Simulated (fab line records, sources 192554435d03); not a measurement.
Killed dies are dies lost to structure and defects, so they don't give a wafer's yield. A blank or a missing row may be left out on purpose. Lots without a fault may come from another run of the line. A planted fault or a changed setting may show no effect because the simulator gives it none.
fab line records | flow n5_finfet | part 2 of 2: steps 26 to 34 of 34
record lots=5 wafers=15 last_day=16
route steps=1938 shown BEOL_M2@892
lots that met no fault: from a run of the same line without faults
start_h: hours from the record's first day to the start of the lot's first wafer shown | wait_h: hours since the lot's step before | " the same as in the row above | L1.1+2: a row that stands for several wafers | - no value, or no start given | * or withheld: withheld | < > ~ a bound
route shown NAME@n: a module of which the file shows steps, and the number in the route of the first | usual: mean/standard deviation of fault-free wafers | same: alike in all rows | chamber/n: place in a boat | sites: the reading at each site | _std_site: their standard deviation | _edge_site: outer sites' mean less inner sites' | radius_mm: how far each site lies from the wafer's centre | mask NAME#n: copy n | behind: the tool/chamber that last shaped the wafer | hold: why the lot was held/for how many hours/how that ended | device: the transistor (n, p or np) that didn't switch | end of line: the same wafers' tests at the end of the route | a step without rows: its recipe alone | killed: dies lost to structure and defects at the first sort, not the wafer's yield | map: a wafer's dies, x killed, . not, _ none there
set.NAME: the setting as run; set.NAME@STEP: as run at that earlier step | model.NAME: the simulator's own value behind a step, which no gauge read
lots at some steps of the route; a table a step, a row a wafer
services: from which hour (start_h, from the record's first day; less than 0 if before it) a tool's chamber was out of use, for how many hours, and why
## steps
# step N5_BEOL_M2_ANNEAL_93
# recipe temp_c=400 time_s=240 ambient=vacuum
# usual heater_power_w=816/86
# same time_s=240
# columns lot.wafer tool chamber start_h wait_h heater_power_w
L083.1 pvd_sputter-03 - 199.34 0.0 684
L083.3 " - " " 808
L083.4 " - " " 872
L088.1 pvd_sputter-02 - 243.38 0.0 776
L088.4 " - " " 936
L088.6 " - " " 720
L091.1 pvd_sputter-01 - 250.58 0.0 861
L091.3 " - " " 866
L091.6 " - " " 858
L093.2 pvd_sputter-03 - 256.10 0.0 853
L093.4 " - " " 885
L093.5 " - " " 896
L094.1 pvd_sputter-03 - 265.99 0.0 883
L094.4 " - " " 863
L094.6 " - " " 870
# step N5_BEOL_M2_SPUTTER_94
# recipe material=Cu target_thk_a=45 temp_c=-20 chamber_pressure_pa=0.07 power_w=withheld time_s=8.29
# usual throttle_valve_pct=29.8/1
# same time_s=8.29
# columns lot.wafer tool chamber start_h wait_h throttle_valve_pct
L083.1 pvd_sputter-03 - 199.48 0.1 30.8
L083.3 " - " " 28.9
L083.4 " - " " 29.7
L088.1 pvd_sputter-02 - 243.52 0.1 28.0
L088.4 " - " " 29.7
L088.6 " - " " 30.1
L091.1 pvd_sputter-01 - 250.72 0.1 29.9
L091.3 " - " " 28.9
L091.6 " - " " 29.0
L093.2 pvd_sputter-03 - 256.24 0.1 28.6
L093.4 " - " " 31.2
L093.5 " - " " 31.6
L094.1 pvd_sputter-03 - 266.13 0.1 31.5
L094.4 " - " " 29.5
L094.6 " - " " 29.6
# step N5_BEOL_M2_ANNEAL_95
# recipe temp_c=400 time_s=240 ambient=vacuum
# usual heater_power_w=815/85
# same time_s=240
# columns lot.wafer tool chamber start_h wait_h heater_power_w
L083.1 pvd_sputter-03 - 199.56 0.0 676
L083.3 " - " " 820
L083.4 " - " " 855
L088.1 pvd_sputter-02 - 243.60 0.0 785
L088.4 " - " " 930
L088.6 " - " " 743
L091.1 pvd_sputter-01 - 250.80 0.0 869
L091.3 " - " " 854
L091.6 " - " " 850
L093.2 pvd_sputter-03 - 256.32 0.0 843
L093.4 " - " " 893
L093.5 " - " " 890
L094.1 pvd_sputter-03 - 266.21 0.0 889
L094.4 " - " " 848
L094.6 " - " " 852
# step N5_BEOL_M2_SPUTTER_96
# recipe material=Cu target_thk_a=45 temp_c=-20 chamber_pressure_pa=0.07 power_w=withheld time_s=8.29
# usual throttle_valve_pct=29.8/1
# same time_s=8.29
# columns lot.wafer tool chamber start_h wait_h throttle_valve_pct
L083.1 pvd_sputter-03 - 199.70 0.1 30.7
L083.3 " - " " 28.9
L083.4 " - " " 29.7
L088.1 pvd_sputter-02 - 243.74 0.1 27.7
L088.4 " - " " 29.9
L088.6 " - " " 29.9
L091.1 pvd_sputter-01 - 250.94 0.1 30.0
L091.3 " - " " 29.3
L091.6 " - " " 29.2
L093.2 pvd_sputter-03 - 256.46 0.1 28.8
L093.4 " - " " 31.4
L093.5 " - " " 31.4
L094.1 pvd_sputter-03 - 266.35 0.1 31.4
L094.4 " - " " 29.7
L094.6 " - " " 29.8
# step N5_BEOL_M2_ECD_50
# recipe material=Cu target_thk_a=3000
# columns lot.wafer tool chamber start_h wait_h
L083.1+3+4 ecd_cu-02 1,1,0 199.82 0.1
L088.1+4+6 ecd_cu-01 1,1,0 243.85 0.1
L091.1+3+6 ecd_cu-01 1,0,1 251.05 0.1
L093.2+4+5 ecd_cu-01 0,0,1 256.57 0.1
L094.1+4+6 ecd_cu-01 0,1,1 266.47 0.1
# step N5_BEOL_M2_ANNEAL_51
# recipe temp_c=225 time_s=90 ambient=N2
# usual wafer_temp_C_max=226.0/0.33
# same time_s=90
# columns lot.wafer tool chamber start_h wait_h wafer_temp_C_max
L083.1 rtp_anneal-02 0 199.90 0.1 225.6
L083.3 " 0 " " 225.7
L083.4 " 0 " " 226.0
L088.1 rtp_anneal-01 0 243.93 0.1 226.1
L088.4 " 0 " " 226.0
L088.6 " 0 " " 226.3
L091.1 rtp_anneal-01 0 251.13 0.1 225.9
L091.3 " 0 " " 226.5
L091.6 " 0 " " 226.3
L093.2 rtp_anneal-02 0 256.70 0.1 225.6
L093.4 " 0 " " 225.8
L093.5 " 0 " " 225.6
L094.1 rtp_anneal-02 0 266.59 0.1 225.9
L094.4 " 0 " " 225.9
L094.6 " 0 " " 225.8
# step N5_BEOL_M2_CMP_52
# recipe stop_on=SiOC t_overpolish_s=6.8 down_force_psi=1 platen_rpm=50 clearing_platen_down_force_psi=1.5 clearing_platen_rpm=50 post_cmp_clean=cu_alkaline target_thk_nm=40 clearing_platen_pad_velocity_m_s=0.99484 pad_velocity_m_s=0.99484
# usual barrier_field_endpoint_s=24.5/0.53 motor_current_A=6.1/0.49 overpolish_run_s=6.799/0.008 slurry_flow_ml_min=150.1/0.51 time_to_endpoint_s=62.1/2.5
# columns lot.wafer tool chamber start_h wait_h barrier_field_endpoint_s motor_current_A overpolish_run_s slurry_flow_ml_min time_to_endpoint_s
L083.3 cmp-02 3 200.20 0.2 24.4 5.2 6.802 149.5 61.1
L083.1 " 1 " " 23.9 7.2 6.800 150.2 60.8
L083.4 " 2 " " 24.3 5.5 6.810 150.1 62.0
L088.4 cmp-01 3 244.30 0.2 24.1 6.7 6.817 150.8 61.5
L088.1 " 2 " " 23.3 7.0 6.802 150.5 60.6
L088.6 " 3 " " 24.6 6.3 6.792 149.9 60.3
L091.1 cmp-01 0 251.43 0.3 24.3 6.1 6.790 150.1 64.2
L091.3 " 1 " " 24.2 6.5 6.791 149.1 62.0
L091.6 " 0 " " 24.8 5.7 6.787 150.2 65.0
L093.2 cmp-01 2 256.95 0.2 24.3 7.0 6.781 150.8 60.0
L093.4 " 3 " " 25.3 6.1 6.800 150.4 65.1
L093.5 " 3 " " 24.3 6.6 6.816 149.9 63.8
L094.4 cmp-04 2 266.88 0.1 24.1 5.6 6.800 150.3 59.8
L094.1 " 0 " " 23.2 5.9 6.789 150.4 57.3
L094.6 " 2 " " 24.2 5.6 6.804 150.0 59.0
# step N5_BEOL_M2_THK_MEAS_53
# recipe thk_meas_gauge=xrf reads=Cu_of_BEOL_M2_ECD_50
# usual M2_THK=39.6/1.4
# columns lot.wafer tool chamber start_h wait_h M2_THK[nm]
L083.1 film_metro-01 - 200.49 - 38.6
L083.3 " - " " 40.6
L083.4 " - " " 39.4
L088.1 film_metro-02 - 244.60 - 39.0
L088.4 " - " " 41.1
L088.6 " - " " 39.3
L091.1 film_metro-01 - 251.72 - 38.0
L091.3 " - " " 36.8
L091.6 " - " " 38.0
L093.2 film_metro-01 - 257.25 - 38.7
L093.4 " - " " 37.0
L093.5 " - " " 39.2
L094.1 film_metro-01 - 267.18 - 39.2
L094.4 " - " " 39.6
L094.6 " - " " 40.5
# step N5_BEOL_M2_PRE_CLEAN_60
# recipe gas=NH3/H2 time_s=15 temp_c=* rf_power_w=300
# usual heater_power_w=84/11 rf_fwd_power_W=296.9/1.2
# same time_s=15
# columns lot.wafer tool chamber start_h wait_h heater_power_w rf_fwd_power_W
L083.1 cvd_co-02 1 200.53 0.0 70 296.7
L083.3 " 2 " " 94 298.3
L083.4 " 0 " " 88 297.8
L088.1 cvd_co-02 0 244.63 0.0 87 296.7
L088.4 " 0 " " 88 296.1
L088.6 " 2 " " 94 296.0
L091.1 cvd_co-02 1 251.76 0.0 70 295.6
L091.3 " 2 " " 95 299.5
L091.6 " 1 " " 71 296.6
L093.2 cvd_co-01 1 257.28 0.0 65 297.6
L093.4 " 1 " " 64 298.7
L093.5 " 2 " " 94 297.0
L094.1 cvd_co-02 1 267.25 0.1 70 295.2
L094.4 " 2 " " 95 296.8
L094.6 " 0 " " 89 296.1
## services
# columns tool chamber start_h hours kind
rie_diel-02 2 180.54 3.9 repair
ecd_cu-02 - 181.93 0.6 repair
ecd_cu-01 - 183.87 5.6 repair
rie_diel-05 3 185.11 4.9 repair
cmp-01 - 189.30 1.0 repair
cmp-02 - 201.67 0.3 repair
ald_metal-03 - 206.09 6.0 pm
ecd_cu-02 - 209.80 3.8 repair
rie_diel-06 2 209.85 1.5 repair
pvd_sputter-02 - 222.72 1.7 repair
cmp-04 - 225.68 4.9 pm
cvd_co-02 - 226.67 6.9 pm
ecd_cu-01 - 238.54 2.6 repair
rie_diel-02 - 243.77 0.4 repair
cmp-01 - 245.32 0.2 repair
rie_diel-05 0 246.43 14.1 repair
ald_metal-04 - 247.48 4.3 pm
cmp-02 - 248.33 0.2 repair
rie_diel-06 1 249.84 9.5 repair
ald_metal-03 3 251.50 3.4 repair
cmp-04 - 259.95 2.7 repair
rie_diel-05 3 260.62 - clean
rie_diel-05 3 260.62 - consumable_replace:focus_ring
cvd_co-01 1 260.99 2.6 repair
